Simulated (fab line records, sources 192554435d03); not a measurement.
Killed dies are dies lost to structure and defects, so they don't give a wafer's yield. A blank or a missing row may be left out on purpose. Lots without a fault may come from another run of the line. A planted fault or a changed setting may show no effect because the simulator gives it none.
Which tool did it? | flow n5_finfet | 11 lots, 32 wafers sampled, at 4 steps of a route of 1938

WHAT THE GAUGES READ, wafer by wafer
N5_BEOL_M13_OVL_MEAS_11.
lot  | measured     | on         | V12_OVL (nm)
L363 | day 10 21:38 | overlay-02 | 6 3 11
L364 | day 11 05:07 | overlay-01 | 11 8 10
L365 | day 11 14:53 | overlay-02 | 0 3 -1
L369 | day 12 11:02 | overlay-01 | -1 -5 -5
L371 | day 12 18:33 | overlay-02 | 0 2 -7
L370 | day 13 05:12 | overlay-01 | 8 16 7
L375 | day 14 09:25 | overlay-02 | 69 66 75
L376 | day 14 20:43 | overlay-01 | 77 63
L378 | day 15 08:07 | overlay-02 | 4 -5 3
L380 | day 15 15:28 | overlay-01 | 3 -1 -1
L381 | day 15 20:58 | overlay-01 | -3 2 -7

WHICH TOOL RAN EACH LOT (tool, then ch and the chambers of the sampled wafers, then the start)
lot  | N5_BEOL_M12_ETCH_38                | N5_BEOL_M13_ILD_DEP_00          | N5_BEOL_M13_EXPOSE_07
L363 | rie_diel-03 ch 0,1,2, day 10 19:15 | pecvd-02 ch 0,1,2, day 10 21:09 | krf_scanner-01 ch 0, day 10 21:27
L364 | rie_diel-03 ch 0,1,2, day 11 02:38 | pecvd-03 ch 1,2, day 11 04:34   | krf_scanner-02 ch 0, day 11 04:55
L365 | rie_diel-02 ch 0,3, day 11 12:29   | pecvd-03 ch 0,1,2, day 11 14:17 | krf_scanner-01 ch 0, day 11 14:41
L369 | rie_diel-04 ch 1,2, day 12 07:29   | pecvd-03 ch 0,1, day 12 10:26   | krf_scanner-02 ch 0, day 12 10:50
L371 | rie_diel-03 ch 0,1,2, day 12 16:17 | pecvd-03 ch 0,1,2, day 12 17:56 | krf_scanner-01 ch 0, day 12 18:21
L370 | rie_diel-02 ch 0,2,3, day 13 02:44 | pecvd-03 ch 0,1, day 13 04:35   | krf_scanner-02 ch 0, day 13 05:00
L375 | rie_diel-02 ch 1,2,3, day 14 06:44 | pecvd-01 ch 0,2, day 14 08:56   | krf_scanner-01 ch 0, day 14 09:13
L376 | rie_diel-02 ch 0,1, day 14 18:40   | pecvd-03 ch 0,2, day 14 20:10   | krf_scanner-01 ch 0, day 14 20:31
L378 | rie_diel-03 ch 1,3, day 15 05:28   | pecvd-01 ch 0,1, day 15 07:26   | krf_scanner-02 ch 0, day 15 07:54
L380 | rie_diel-02 ch 2,3, day 15 13:20   | pecvd-02 ch 0,1, day 15 14:59   | krf_scanner-02 ch 0, day 15 15:16
L381 | rie_diel-02 ch 0,2,3, day 15 18:33 | pecvd-02 ch 0,2, day 15 20:21   | krf_scanner-02 ch 0, day 15 20:46
- N5_BEOL_M12_ETCH_38: etches SiCN in CF4/N2, target depth 68.7 nm, time 73.4 s.
- N5_BEOL_M13_ILD_DEP_00: deposits SiOC from DEMS/O2, target thk 837.92 nm, time 166.4 s.
- N5_BEOL_M13_EXPOSE_07: exposes mask V12.

THE ANSWER, worked out from the rows above alone
Rule: what is usual is taken from the lots themselves. Put in order of their means at a reading, lots are off if they are a third of the lots or fewer, leave a main group of 4 or more, and stand apart from it by a gap of 3 or more times the standard deviation of the main group's means; of several such gaps the widest counts. A main group whose means are all the same, to the digits that the tables above print for the reading, isn't used. A lot without any number at a reading at which 4 lots or more have one is off too. The other lots that the step has rows for count as sound.
Off: L375, L376, at N5_BEOL_M13_OVL_MEAS_11 (V12_OVL). The main group: mean 2 nm, standard deviation 5.
A tool fits if, at a process step before that reading, it ran every lot that is off, and no sound lot after the first of them. The gauges at N5_BEOL_M13_OVL_MEAS_11 are tried like those tools. One fits: krf_scanner-01 at N5_BEOL_M13_EXPOSE_07. Its last sound lot is L371 (day 12 18:21), its first lot that is off L375 (day 14 09:13): a fault that began between those two fits.

WHAT THE SIMULATOR HAD PUT IN
Scanner matching overlay: krf_scanner-01, from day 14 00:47 on, at N5_BEOL_M13_EXPOSE_07. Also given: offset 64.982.
Lots struck among those shown: L375, L376. The rule above found the same.
